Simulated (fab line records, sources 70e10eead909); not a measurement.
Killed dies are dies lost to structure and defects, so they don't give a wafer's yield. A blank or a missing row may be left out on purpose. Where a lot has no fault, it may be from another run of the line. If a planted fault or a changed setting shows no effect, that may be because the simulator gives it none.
fab line records	flow nandHarc
[record] lots = 13	wafers = 39	lastDay = 24
route steps=1159 shown A_WL_FILL@816 A_CONTACT@840 END@1159
lots that met no fault: taken from a fault-free run of the same line
startH: hours from the record's opening day to when the first of the lot's shown wafers began	waitH: hours since the lot's step before	" unchanged from the row above	L1.1+2: one row covering several wafers at once	- no value, or no start was given	* or withheld: withheld	< > ~ a bound
route shown NAME@n: NAME is a module with steps in the file, n the number in the route of the first one	usual: average and standard deviation across the fault-free wafers	same: alike in all rows	chamber/n: place in a boat	sites: each site's reading	_std_site: the values' standard deviation	_edge_site: the outer-site mean with the inner-site mean subtracted	radiusMm: how far each site lies from the wafer's centre	mask NAME#n: copy n	behind: the most recent tool/chamber to have shaped the wafer	hold: cause of the lot's hold/its duration in hours/its outcome	device: which transistor (n, p or np) failed to switch	end of line: tests of these same wafers at the route's end	a step without rows: its recipe alone	killed: dies that structure and defects cost at the first sort, which is not the same as the wafer's yield	map: per-die view of a wafer (x killed, . not killed, _ where there is no die)
set.NAME: the setting the step ran with; set.NAME@STEP: the setting that earlier step ran with	model.NAME: the simulator's own value behind a step, which no gauge read
the route's steps for a sample of lots (tables are steps, rows are wafers)
services: when a tool's chamber went out of use (startH, in hours from the record's first day, below 0 if earlier), for how many hours, and the reason
[[steps]]
[step NHARC_A_WL_FILL_STRIP_27]
[recipe] powerW = 1500	tempC = 250	timeS = 20	chemistry = N2/H2
[usual] drypumpMotorCurrentA = 5.61/0.16	heaterPowerW = 316/32
lot.wafer	tool	chamber	startH	waitH	drypumpMotorCurrentA	heaterPowerW	rfHoursCounterH
L382.1	plasmaAsher-01	0	327.08	0.1	5.59	372	16
L382.2	"	1	"	"	5.86	314	16
L382.3	"	0	"	"	5.60	364	-
L384.3	plasmaAsher-01	1	346.01	0.2	5.85	318	-
L384.5	"	0	"	"	5.59	376	-
L384.6	"	1	"	"	5.85	316	-
L386.1	plasmaAsher-01	0	354.38	0.1	5.56	375	24
L386.4	"	0	"	"	5.59	366	-
L386.5	"	1	"	"	5.87	309	-
L389.2	plasmaAsher-01	1	369.18	0.1	5.85	311	33
L389.1	"	0	"	"	5.57	365	33
L389.4	"	0	"	"	5.59	371	-
L388.2	plasmaAsher-01	0	372.00	0.1	5.57	373	35
L388.3	"	0	"	"	5.58	368	-
L388.4	"	1	"	"	5.84	299	-
L391.2	plasmaAsher-01	0	400.41	0.1	5.57	367	43
L391.1	"	1	"	"	5.85	300	43
L391.4	"	1	"	"	5.85	306	-
L396.2	plasmaAsher-01	0	409.49	0.1	5.55	366	45
L396.4	"	1	"	"	5.85	310	-
L396.5	"	1	"	"	5.87	304	-
L393.1	plasmaAsher-01	0	412.29	0.1	5.57	367	46
L393.3	"	1	"	"	5.87	314	-
L393.6	"	1	"	"	5.86	306	-
L398.3	plasmaAsher-02	1	424.90	0.1	5.45	298	-
L398.6	"	1	"	"	5.45	309	-
L398.5	"	0	"	"	5.54	281	-
L401.3	plasmaAsher-02	0	453.35	0.4	5.53	283	-
L401.4	"	1	"	"	5.43	307	-
L401.5	"	0	"	"	5.57	286	-
L402.4	plasmaAsher-02	0	453.79	0.2	5.53	288	-
L402.3	"	1	"	"	5.44	310	-
L402.6	"	1	"	"	5.45	304	-
L404.1	plasmaAsher-01	0	466.78	0.2	5.60	372	3
L404.4	"	1	"	"	5.86	285	-
L404.3	"	0	"	"	5.61	355	-
L399.3	plasmaAsher-02	0	467.47	0.1	5.57	288	-
L399.4	"	1	"	"	5.45	303	-
L399.5	"	1	"	"	5.44	299	-
[step NHARC_A_WL_FILL_ALD_10]
[recipe] targetThkA = 500	pulseTimeS = 10	aldCycles = 500	tempC = 300	material = SiO2
[usual] heaterPowerW = 480/38	precursorPulseHeightRel = 1.002/0.019
lot.wafer	tool	chamber	startH	waitH	heaterPowerW	precursorPulseHeightRel
L382.3	aldHk-01	2	332.92	0.7	462	1.027
L382.1	"	0	333.94	1.7	452	1.016
L382.2	"	1	"	"	468	0.992
L384.3	aldHk-01	3	352.26	1.6	467	0.999
L384.6	"	0	"	"	461	0.999
L384.5	"	1	"	"	467	0.981
L386.4	aldHk-02	0	359.66	0.0	421	0.997
L386.1	"	1	"	"	501	0.992
L386.5	"	1	362.28	2.7	502	0.995
L389.1	aldHk-04	2	374.41	0.1	511	1.004
L389.2	"	3	"	"	568	0.999
L389.4	"	0	"	"	465	0.997
L388.4	aldHk-01	0	375.14	0.8	462	0.964
L388.3	"	1	"	"	472	1.010
L388.2	"	2	"	"	456	1.032
L391.4	aldHk-02	3	406.55	0.7	504	1.045
L391.2	"	1	407.56	1.7	514	0.957
L391.1	"	2	"	"	493	1.001
L396.2	aldHk-04	3	416.03	3.6	569	1.011
L396.4	"	0	417.05	4.6	491	1.025
L396.5	"	3	420.10	7.7	561	0.970
L393.1	aldHk-01	0	419.37	1.9	475	1.012
L393.3	"	3	420.91	3.5	473	1.007
L393.6	"	0	"	"	462	0.956
L398.3	aldHk-01	0	433.89	1.6	458	0.984
L398.6	"	1	"	"	459	1.031
L398.5	"	2	"	"	471	0.977
L401.4	aldHk-04	2	456.12	0.1	514	1.012
L401.3	"	1	457.67	1.6	451	1.005
L401.5	"	2	"	"	501	0.962
L402.4	aldHk-02	3	457.21	1.1	510	0.968
L402.3	"	1	458.26	2.2	511	0.983
L402.6	"	2	"	"	481	0.988
L399.4	aldHk-01	3	470.73	1.0	473	0.997
L399.3	"	2	472.27	2.5	462	1.023
L399.5	"	0	473.29	3.5	481	1.026
L404.4	aldHk-04	0	472.05	2.3	494	0.971
L404.1	"	1	"	"	461	1.002
L404.3	"	2	"	"	518	0.954
[step NHARC_A_CONTACT_DEP_24]
[recipe] targetThkA = 5000	tempC = 400	pressureTorr = 6.5	rfW = 900	teosFlowSccm = 161.4	flowSccm = 2650	targetThkNm = 500	gas = O2	material = SiO2
[usual] heaterPowerW = 517/83	throttleValvePct = 16.2/0.59
lot.wafer	tool	chamber	startH	waitH	heaterPowerW	throttleValvePct
L382.1	pecvd-04	2	350.66	0.1	497	15.9
L382.2	"	0	"	"	562	16.9
L382.3	"	1	"	"	498	15.6
L384.3	pecvd-01	2	367.35	0.6	380	16.7
L384.6	"	1	"	"	633	16.8
L384.5	"	2	"	"	406	16.7
L386.1	pecvd-01	2	376.20	0.2	429	16.6
L386.4	"	1	"	"	622	16.8
L386.5	"	2	"	"	448	16.7
L388.3	pecvd-02	1	394.93	0.1	624	15.8
L388.2	"	0	"	"	434	16.4
L388.4	"	1	"	"	638	16.0
L389.2	pecvd-04	2	399.25	0.1	513	15.8
L389.1	"	0	"	"	590	16.0
L389.4	"	2	"	"	530	15.3
L391.2	pecvd-02	2	422.35	0.4	399	16.7
L391.1	"	1	"	"	517	16.1
L391.4	"	0	"	"	475	16.3
L393.1	pecvd-02	1	435.50	0.2	654	16.1
L393.3	"	2	"	"	477	16.7
L393.6	"	1	"	"	510	16.1
L393.1	pecvd-02	1	436.10	-	667	16.1
L393.3	"	2	"	"	476	16.7
L393.6	"	1	"	"	509	16.1
L396.2	pecvd-04	0	439.64	0.1	527	16.0
L396.5	"	0	"	"	543	15.9
L396.4	"	1	"	"	473	15.0
L396.2	pecvd-04	0	440.69	-	540	15.9
L396.5	"	0	"	"	562	16.0
L396.4	"	1	"	"	468	15.3
L398.3	pecvd-04	1	448.37	0.1	418	14.8
L398.5	"	1	"	"	454	14.9
L398.6	"	0	"	"	456	15.9
L401.3	pecvd-02	0	475.43	0.1	501	16.6
L401.5	"	2	"	"	474	16.6
L401.4	"	0	"	"	520	16.4
L402.3	pecvd-02	1	485.04	0.1	650	16.1
L402.4	"	2	"	"	507	16.9
L402.6	"	0	"	"	499	16.8
L399.3	pecvd-02	1	492.97	0.2	655	16.4
L399.4	"	0	"	"	445	16.6
L399.5	"	1	"	"	514	15.9
L399.3	pecvd-02	1	493.68	-	659	16.5
L399.4	"	0	"	"	449	16.6
L399.5	"	1	"	"	510	16.0
L404.3	pecvd-04	2	493.18	0.1	507	15.7
L404.1	"	0	"	"	503	16.0
L404.4	"	2	"	"	513	15.8
[step NHARC_A_CONTACT_DEP_29]
[recipe] targetThkA = 700	targetThkNm = 70	tempC = 400	pressureTorr = 3.5	flowSccm = 200	rfW = 350	material = SiON
[usual] heaterPowerW = 732/83
lot.wafer	tool	chamber	startH	waitH	heaterPowerW
L382.1	pecvd-04	1	354.41	1.9	676
L382.3	"	2	"	"	718
L382.2	"	0	"	"	784
L384.3	pecvd-01	2	372.77	1.2	636
L384.5	"	2	"	"	642
L384.6	"	0	"	"	727
L386.1	pecvd-02	2	381.80	1.9	629
L386.4	"	0	"	"	681
L386.5	"	2	"	"	633
L388.3	pecvd-01	1	397.79	1.2	875
L388.2	"	2	"	"	646
L388.4	"	2	"	"	652
L389.1	pecvd-01	2	403.26	2.0	588
L389.2	"	1	"	"	775
L389.4	"	1	"	"	766
L391.2	pecvd-02	1	425.21	1.5	824
L391.1	"	0	"	"	691
L391.4	"	2	"	"	697
L393.3	pecvd-04	2	440.03	1.1	645
L393.1	"	1	"	"	596
L393.6	"	2	"	"	649
L396.2	pecvd-02	1	443.63	1.5	818
L396.4	"	1	"	"	837
L396.5	"	2	"	"	720
L398.3	pecvd-04	2	453.13	1.1	738
L398.5	"	2	"	"	726
L398.6	"	1	"	"	722
L401.3	pecvd-01	1	478.26	1.2	802
L401.4	"	0	"	"	720
L401.5	"	1	"	"	778
L402.3	pecvd-01	1	487.88	1.1	877
L402.6	"	1	"	"	860
L402.4	"	2	"	"	704
L404.1	pecvd-04	0	496.28	1.9	762
L404.3	"	1	"	"	693
L404.4	"	0	"	"	746
L399.3	pecvd-01	2	496.55	1.1	719
L399.4	"	2	"	"	702
L399.5	"	1	"	"	808
[step NHARC_END_SORT_01]
[recipe] tempC = 25
[usual] killedAtArray = 27/10	killedAtOther = 0.6/1	killedAtPeriphery = 3.4/2.7	killedDies = 31/9.7	killedOpen = 3.4/1.7	killedShort = 2.2/1.5
[same] grossDies = 677
lot.wafer	tool	chamber	startH	waitH	killedAtArray	killedAtOther	killedAtPeriphery	killedDies	killedOpen	killedShort
L382.1	prober-01	0	428.51	2.5	30	1	3	34	5	1
L382.2	prober-01	0	429.32	2.8	33	4	1	38	2	2
L382.3	prober-01	0	430.13	3.1	33	1	1	35	3	0
L384.3	prober-01	0	459.75	3.1	16	1	10	27	4	3
L384.5	prober-01	0	461.33	3.7	20	3	6	29	4	3
L384.6	prober-01	0	462.12	4.0	17	1	5	23	2	4
L386.1	prober-01	0	465.92	2.5	28	0	4	32	3	4
L386.4	prober-01	0	468.31	3.4	27	1	3	31	2	1
L386.5	prober-01	0	469.11	3.7	25	0	2	27	2	3
L389.1	prober-02	0	473.88	2.5	8	1	2	11	3	0
L389.2	prober-02	0	474.69	2.8	17	0	1	18	3	5
L389.4	prober-02	0	476.30	3.4	18	0	5	23	8	5
L388.2	prober-01	0	474.52	2.8	39	0	1	40	2	4
L388.3	prober-01	0	475.32	3.1	31	0	5	36	5	1
L388.4	prober-01	0	476.13	3.4	34	1	3	38	3	4
L391.1	prober-02	0	494.06	2.5	32	2	2	36	3	1
L391.2	prober-02	0	494.85	2.8	27	1	4	32	1	3
L391.4	prober-02	0	496.42	3.4	29	2	1	32	5	1
L393.1	prober-01	0	526.28	2.5	29	0	3	32	5	1
L393.3	prober-01	0	527.90	3.1	34	0	0	34	2	3
L393.6	prober-01	0	530.33	4.1	31	0	0	31	2	0
L396.2	prober-02	0	527.06	2.8	30	1	2	33	4	1
L396.4	prober-02	0	528.66	3.4	21	0	2	23	2	1
L396.5	prober-02	0	529.45	3.7	37	0	1	38	6	3
L398.3	prober-02	0	542.27	3.1	30	0	1	31	2	2
L398.5	prober-02	0	543.88	3.7	25	2	2	29	2	2
L398.6	prober-02	0	544.68	4.0	32	1	1	34	6	2
L401.3	prober-02	0	556.54	3.1	17	0	9	26	2	6
L401.4	prober-02	0	557.35	3.4	25	0	4	29	5	3
L401.5	prober-02	0	558.17	3.8	21	1	9	31	2	1
L402.3	prober-01	0	564.39	3.1	30	0	1	31	3	4
L402.4	prober-01	0	565.21	3.4	31	0	1	32	3	4
L402.6	prober-01	0	566.84	4.1	32	0	4	36	7	2
L399.3	prober-01	0	572.28	3.1	52	0	2	54	5	6
L399.4	prober-01	0	573.07	3.4	39	1	1	41	1	3
L399.5	prober-01	0	573.86	3.7	52	0	2	54	2	4
L404.1	prober-02	0	574.79	2.5	52	1	6	59	4	1
L404.3	prober-02	0	576.40	3.1	49	2	4	55	6	3
L404.4	prober-02	0	577.21	3.4	42	1	6	49	5	0
// killed by level:class
L382.1 A_CHANNEL_HOLE_D1:chamberFilmFlake=11 A_SLIT:chamberFilmFlake=6 A_SGD_CUT:chamberFilmFlake=3 A_CONTACT:geometricParticle:open=2 A_M0:geometricParticle:open=2 P_STI:chamberFilmFlake=2 A_CONTACT:chamberFilmFlake=2 A_WL_FILL:geometricParticle:open=1
L382.2 A_CHANNEL_HOLE_D1:chamberFilmFlake=12 A_SLIT:chamberFilmFlake=7 A_CONTACT:chamberFilmFlake=4 THIN_TSV:chamberFilmFlake=4 A_STAIRCASE:chamberFilmFlake=3 A_SGD_CUT:chamberFilmFlake=3 A_CONTACT:geometricParticle:open=2 A_WL_FILL:geometricParticle:short=1
L382.3 A_CHANNEL_HOLE_D1:chamberFilmFlake=12 A_SLIT:chamberFilmFlake=8 A_SGD_CUT:chamberFilmFlake=5 A_CONTACT:chamberFilmFlake=3 A_ONON_D1:geometricParticle:open=2 A_M1:geometricParticle:open=1 P_GATE:chamberFilmFlake=1 A_ZERO_WELL:chamberFilmFlake=1
L384.3 A_STAIRCASE:chamberFilmFlake=6 A_CHANNEL_HOLE_D1:chamberFilmFlake=3 P_GATE:chamberFilmFlake=2 P_CONTACT:chamberFilmFlake=2 A_SLIT:chamberFilmFlake=2 A_CONTACT:chamberFilmFlake=2 P_GATE:geometricParticle:open=1 P_CONTACT:geometricParticle:short=1
L384.5 A_STAIRCASE:chamberFilmFlake=10 P_CONTACT:chamberFilmFlake=3 A_CONTACT:chamberFilmFlake=3 THIN_TSV:chamberFilmFlake=3 A_WL_FILL:geometricParticle:short=2 A_CONTACT:geometricParticle:open=2 P_GATE:geometricParticle:short=1 P_M1:geometricParticle:open=1
L384.6 A_STAIRCASE:chamberFilmFlake=6 A_SLIT:chamberFilmFlake=5 P_CONTACT:chamberFilmFlake=4 A_WL_FILL:geometricParticle:short=2 P_M0:geometricParticle:short=1 A_CHANNEL_FILL_D1:geometricParticle:short=1 A_CONTACT:geometricParticle:open=1 A_BLC:geometricParticle:open=1
L386.1 A_SLIT:chamberFilmFlake=8 A_STAIRCASE:chamberFilmFlake=7 A_WL_FILL:chamberFilmFlake=5 A_CONTACT:chamberFilmFlake=2 P_GATE:geometricParticle:open=1 P_M1:geometricParticle:open=1 P_M1:geometricParticle:short=1 A_ONON_D1:geometricParticle:short=1
L386.4 A_WL_FILL:chamberFilmFlake=9 A_STAIRCASE:chamberFilmFlake=7 A_SLIT:chamberFilmFlake=5 A_CHANNEL_HOLE_D1:chamberFilmFlake=4 A_WL_FILL:geometricParticle:short=1 A_M0:geometricParticle:open=1 P_ZERO_WELL:chamberFilmFlake=1 P_STI:chamberFilmFlake=1
L386.5 A_SLIT:chamberFilmFlake=13 A_STAIRCASE:chamberFilmFlake=4 A_CHANNEL_FILL_D1:geometricParticle:short=2 A_CHANNEL_HOLE_D1:chamberFilmFlake=2 P_GATE:geometricParticle:open=1 A_CONTACT:geometricParticle:short=1 A_BLC:geometricParticle:open=1 P_GATE:chamberFilmFlake=1
L389.1 A_STAIRCASE:chamberFilmFlake=4 A_WL_FILL:geometricParticle:open=1 A_BLC:geometricParticle:open=1 A_M0:geometricParticle:open=1 P_CONTACT:chamberFilmFlake=1 P_M0:chamberFilmFlake=1 A_WL_FILL:chamberFilmFlake=1 THIN_TSV:chamberFilmFlake=1
L388.2 A_CHANNEL_HOLE_D1:chamberFilmFlake=12 A_SLIT:chamberFilmFlake=9 A_STAIRCASE:chamberFilmFlake=6 A_CONTACT:chamberFilmFlake=4 A_CONTACT:geometricParticle:short=2 P_M0:geometricParticle:open=1 A_CHANNEL_FILL_D1:geometricParticle:short=1 A_CONTACT:geometricParticle:open=1
L389.2 A_CHANNEL_HOLE_D1:chamberFilmFlake=4 A_ONON_D1:geometricParticle:short=3 A_M1:chamberFilmFlake=2 A_SOURCE_PLATE:geometricParticle:open=1 A_SOURCE_PLATE:geometricParticle:short=1 A_CHANNEL_FILL_D1:geometricParticle:open=1 A_WL_FILL:geometricParticle:short=1 A_M0:geometricParticle:open=1
L388.3 A_CHANNEL_HOLE_D1:chamberFilmFlake=16 A_SLIT:chamberFilmFlake=5 A_CONTACT:chamberFilmFlake=4 A_CONTACT:geometricParticle:open=2 P_STI:chamberFilmFlake=2 P_CONTACT:geometricParticle:open=1 P_M0:geometricParticle:short=1 A_CHANNEL_FILL_D1:geometricParticle:open=1
L388.4 A_CHANNEL_HOLE_D1:chamberFilmFlake=17 A_SLIT:chamberFilmFlake=8 A_CONTACT:geometricParticle:short=2 A_STAIRCASE:chamberFilmFlake=2 A_CONTACT:chamberFilmFlake=2 P_M1:geometricParticle:open=1 A_SGD_CUT:geometricParticle:short=1 A_CONTACT:geometricParticle:open=1
L389.4 A_CHANNEL_HOLE_D1:chamberFilmFlake=5 A_ONON_D1:geometricParticle:open=3 A_CHANNEL_FILL_D1:geometricParticle:short=2 P_ZERO_WELL:chamberFilmFlake=2 P_M0:geometricParticle:open=1 P_M2:geometricParticle:open=1 A_SOURCE_PLATE:geometricParticle:open=1 A_ONON_D1:geometricParticle:short=1
L391.1 A_CHANNEL_HOLE_D1:chamberFilmFlake=19 A_STAIRCASE:chamberFilmFlake=5 A_CONTACT:chamberFilmFlake=3 A_WL_FILL:chamberFilmFlake=2 P_M0:geometricParticle:open=1 A_SGD_CUT:geometricParticle:open=1 A_WL_FILL:geometricParticle:short=1 A_CONTACT:geometricParticle:open=1
L391.2 A_CHANNEL_HOLE_D1:chamberFilmFlake=18 A_STAIRCASE:chamberFilmFlake=3 A_M0:geometricParticle:short=2 A_CONTACT:chamberFilmFlake=2 P_CONTACT:geometricParticle:open=1 P_M0:geometricParticle:short=1 P_GATE:chamberFilmFlake=1 P_STI:chamberFilmFlake=1
L391.4 A_CHANNEL_HOLE_D1:chamberFilmFlake=14 A_STAIRCASE:chamberFilmFlake=4 A_BLC:geometricParticle:open=3 A_CONTACT:chamberFilmFlake=2 THIN_TSV:chamberFilmFlake=2 A_STAIRCASE:geometricParticle:short=1 A_WL_FILL:geometricParticle:open=1 A_M0:geometricParticle:open=1
L393.1 A_CHANNEL_HOLE_D1:chamberFilmFlake=14 A_SLIT:chamberFilmFlake=8 A_CONTACT:chamberFilmFlake=3 P_M0:geometricParticle:open=1 P_M1:geometricParticle:open=1 P_M2:geometricParticle:open=1 A_CONTACT:geometricParticle:open=1 A_M0:geometricParticle:short=1
L396.2 A_SLIT:chamberFilmFlake=10 A_STAIRCASE:chamberFilmFlake=10 A_CHANNEL_HOLE_D1:chamberFilmFlake=5 A_CONTACT:geometricParticle:open=3 P_CONTACT:geometricParticle:open=1 A_ONON_D1:geometricParticle:short=1 P_ZERO_WELL:chamberFilmFlake=1 A_CONTACT:chamberFilmFlake=1
L393.3 A_SLIT:chamberFilmFlake=14 A_CHANNEL_HOLE_D1:chamberFilmFlake=11 A_CONTACT:geometricParticle:open=2 A_SOURCE_PLATE:geometricParticle:short=1 A_CHANNEL_FILL_D1:geometricParticle:short=1 A_WL_FILL:geometricParticle:short=1 A_ZERO_WELL:chamberFilmFlake=1 A_CHANNEL_FILL_D1:chamberFilmFlake=1
L396.4 A_SLIT:chamberFilmFlake=8 A_CHANNEL_HOLE_D1:chamberFilmFlake=4 A_STAIRCASE:chamberFilmFlake=3 A_CONTACT:chamberFilmFlake=3 P_CONTACT:geometricParticle:open=1 A_CHANNEL_FILL_D1:geometricParticle:open=1 A_WL_FILL:geometricParticle:short=1 P_GATE:chamberFilmFlake=1
L396.5 A_SLIT:chamberFilmFlake=13 A_CHANNEL_HOLE_D1:chamberFilmFlake=6 A_STAIRCASE:chamberFilmFlake=4 A_WL_FILL:chamberFilmFlake=3 A_CONTACT:chamberFilmFlake=3 A_CHANNEL_FILL_D1:geometricParticle:short=2 A_CONTACT:geometricParticle:open=2 P_M0:geometricParticle:open=1
L393.6 A_CHANNEL_HOLE_D1:chamberFilmFlake=17 A_SLIT:chamberFilmFlake=9 A_CONTACT:chamberFilmFlake=2 A_ONON_D1:geometricParticle:open=1 A_BLC:geometricParticle:open=1 A_WL_FILL:chamberFilmFlake=1
L398.3 A_CHANNEL_HOLE_D1:chamberFilmFlake=22 A_CONTACT:chamberFilmFlake=2 A_M1:chamberFilmFlake=2 P_CONTACT:geometricParticle:short=1 A_SGD_CUT:geometricParticle:open=1 A_WL_FILL:geometricParticle:short=1 A_BLC:geometricParticle:open=1 A_STAIRCASE:chamberFilmFlake=1
L398.5 A_CHANNEL_HOLE_D1:chamberFilmFlake=16 A_ZERO_WELL:chamberFilmFlake=2 A_CONTACT:chamberFilmFlake=2 A_M1:chamberFilmFlake=2 THIN_TSV:chamberFilmFlake=2 P_GATE:geometricParticle:short=1 P_GATE:geometricParticle:open=1 A_ONON_D1:geometricParticle:short=1
L398.6 A_CHANNEL_HOLE_D1:chamberFilmFlake=14 A_CONTACT:chamberFilmFlake=4 A_M1:chamberFilmFlake=4 A_ONON_D1:geometricParticle:short=2 A_CONTACT:geometricParticle:open=2 A_STAIRCASE:chamberFilmFlake=2 P_M0:geometricParticle:open=1 A_ONON_D1:geometricParticle:open=1
L401.3 A_CONTACT:chamberFilmFlake=4 P_STI:chamberFilmFlake=3 P_GATE:chamberFilmFlake=3 A_STAIRCASE:chamberFilmFlake=3 A_CHANNEL_HOLE_D1:chamberFilmFlake=2 P_M1:geometricParticle:open=1 A_ONON_D1:geometricParticle:short=1 A_CHANNEL_FILL_D1:geometricParticle:short=1
L401.4 A_STAIRCASE:chamberFilmFlake=6 A_CHANNEL_HOLE_D1:chamberFilmFlake=5 A_CONTACT:chamberFilmFlake=3 A_CHANNEL_HOLE_D1:geometricParticle:open=2 A_CHANNEL_FILL_D1:geometricParticle:open=2 A_CONTACT:geometricParticle:short=2 P_GATE:chamberFilmFlake=2 A_SGD_CUT:chamberFilmFlake=2
L401.5 A_CHANNEL_HOLE_D1:chamberFilmFlake=9 P_STI:chamberFilmFlake=6 A_STAIRCASE:chamberFilmFlake=5 A_WL_FILL:geometricParticle:open=2 P_GATE:chamberFilmFlake=2 A_CHANNEL_FILL_D1:chamberFilmFlake=2 A_SGD_CUT:chamberFilmFlake=2 P_GATE:geometricParticle:short=1
L402.3 A_CHANNEL_HOLE_D1:chamberFilmFlake=17 A_SGD_CUT:chamberFilmFlake=2 A_CONTACT:chamberFilmFlake=2 P_M0:geometricParticle:open=1 A_ONON_D1:geometricParticle:open=1 A_SGD_CUT:geometricParticle:short=1 A_WL_FILL:geometricParticle:short=1 A_CONTACT:geometricParticle:short=1
L402.4 A_CHANNEL_HOLE_D1:chamberFilmFlake=23 P_M0:geometricParticle:short=1 A_CHANNEL_FILL_D1:geometricParticle:short=1 A_WL_FILL:geometricParticle:short=1 A_CONTACT:geometricParticle:open=1 A_BLC:geometricParticle:open=1 A_M0:geometricParticle:open=1 A_M1:geometricParticle:short=1
L402.6 A_CHANNEL_HOLE_D1:chamberFilmFlake=21 A_CONTACT:geometricParticle:open=3 A_STAIRCASE:chamberFilmFlake=3 P_CONTACT:geometricParticle:open=2 A_CHANNEL_FILL_D1:chamberFilmFlake=2 P_M2:geometricParticle:open=1 A_ONON_D1:geometricParticle:short=1 A_STAIRCASE:geometricParticle:open=1
L399.3 A_CHANNEL_HOLE_D1:chamberFilmFlake=16 A_SLIT:chamberFilmFlake=16 A_CONTACT:chamberFilmFlake=5 A_BLC:geometricParticle:open=3 A_ONON_D1:geometricParticle:short=2 A_CHANNEL_FILL_D1:geometricParticle:short=2 A_CONTACT:geometricParticle:open=2 A_STAIRCASE:chamberFilmFlake=2
L399.4 A_CHANNEL_HOLE_D1:chamberFilmFlake=18 A_SLIT:chamberFilmFlake=12 A_CONTACT:chamberFilmFlake=4 A_CHANNEL_FILL_D1:geometricParticle:open=1 A_CHANNEL_FILL_D1:geometricParticle:short=1 A_M0:geometricParticle:short=1 STARTING-WAFER:geometricParticle:short=1 P_M1:chamberFilmFlake=1
L399.5 A_CHANNEL_HOLE_D1:chamberFilmFlake=24 A_CONTACT:chamberFilmFlake=10 A_SLIT:chamberFilmFlake=9 A_STAIRCASE:chamberFilmFlake=2 A_ONON_D1:geometricParticle:short=1 A_CHANNEL_FILL_D1:geometricParticle:short=1 A_CHANNEL_FILL_D1:geometricParticle:open=1 A_STAIRCASE:geometricParticle:short=1
L404.1 A_CHANNEL_HOLE_D1:chamberFilmFlake=21 A_SLIT:chamberFilmFlake=14 A_CONTACT:chamberFilmFlake=5 P_BONDPAD:chamberFilmFlake=3 A_STAIRCASE:chamberFilmFlake=3 A_WL_FILL:chamberFilmFlake=3 A_CHANNEL_HOLE_D1:geometricParticle:open=2 P_M1:chamberFilmFlake=2
L404.3 A_CHANNEL_HOLE_D1:chamberFilmFlake=19 A_SLIT:chamberFilmFlake=12 A_CONTACT:chamberFilmFlake=5 A_M0:geometricParticle:open=3 A_CHANNEL_FILL_D1:chamberFilmFlake=3 P_BONDPAD:chamberFilmFlake=2 A_STAIRCASE:chamberFilmFlake=2 P_CONTACT:geometricParticle:open=1
L404.4 A_CHANNEL_HOLE_D1:chamberFilmFlake=18 A_SLIT:chamberFilmFlake=17 P_M0:geometricParticle:open=3 P_M1:chamberFilmFlake=3 A_CHANNEL_FILL_D1:chamberFilmFlake=2 A_STAIRCASE:chamberFilmFlake=2 A_CHANNEL_HOLE_D1:geometricParticle:open=1 A_CONTACT:geometricParticle:open=1
[[services]]
tool	chamber	startH	hours	kind
pecvd-02	-	334.00	13.0	pm
pecvd-02	0	334.00	13.0	ventCycle
pecvd-02	1	334.00	13.0	ventCycle
pecvd-02	2	334.00	13.0	ventCycle
pecvd-01	1	341.14	6.7	repair
pecvd-02	0	347.00	-	clean
pecvd-02	1	347.00	-	clean
pecvd-02	2	347.00	-	clean
plasmaAsher-02	-	360.35	9.0	pm
aldHk-04	-	364.00	10.0	pm
pecvd-04	-	376.00	13.0	pm
pecvd-04	0	376.00	13.0	ventCycle
pecvd-04	1	376.00	13.0	ventCycle
pecvd-04	2	376.00	13.0	ventCycle
aldHk-04	-	378.47	0.8	repair
plasmaAsher-01	-	393.09	0.4	repair
pecvd-04	2	412.57	10.0	repair
plasmaAsher-01	-	415.83	0.7	repair
pecvd-01	-	418.25	13.0	pm
aldHk-02	-	430.89	0.7	repair
plasmaAsher-01	-	453.00	9.0	pm
plasmaAsher-02	-	461.84	5.1	repair
pecvd-01	-	475.99	1.6	repair
pecvd-02	1	494.81	10.6	repair
[[key]]
[firstSign] step = NHARC_A_CONTACT_DEP_24	reading = visit	direction = added
effect none on later readings
metAt NHARC_A_CONTACT_DEP_24
struckLots L393,L396,L399
testerLeftOut L393,L396,L399
notActingAt NHARC_A_WL_FILL_STRIP_27,NHARC_A_WL_FILL_ALD_10,NHARC_A_CONTACT_DEP_29
[fault] kind = repeatedStepWhole	tool = pecvd-01,pecvd-02,pecvd-04	chamber = -	onsetH = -	steps = NHARC_A_CONTACT_DEP_24	times = 1	scope = struckLotsOnly
// testerLeftOut: of these lots the tester's yield and bins aren't shown, on N5 and GAA mostly nor the transistor test; their killed dies are dies lost to structure and defects alone, not to doping, threshold or leakage, so they don't give the yield
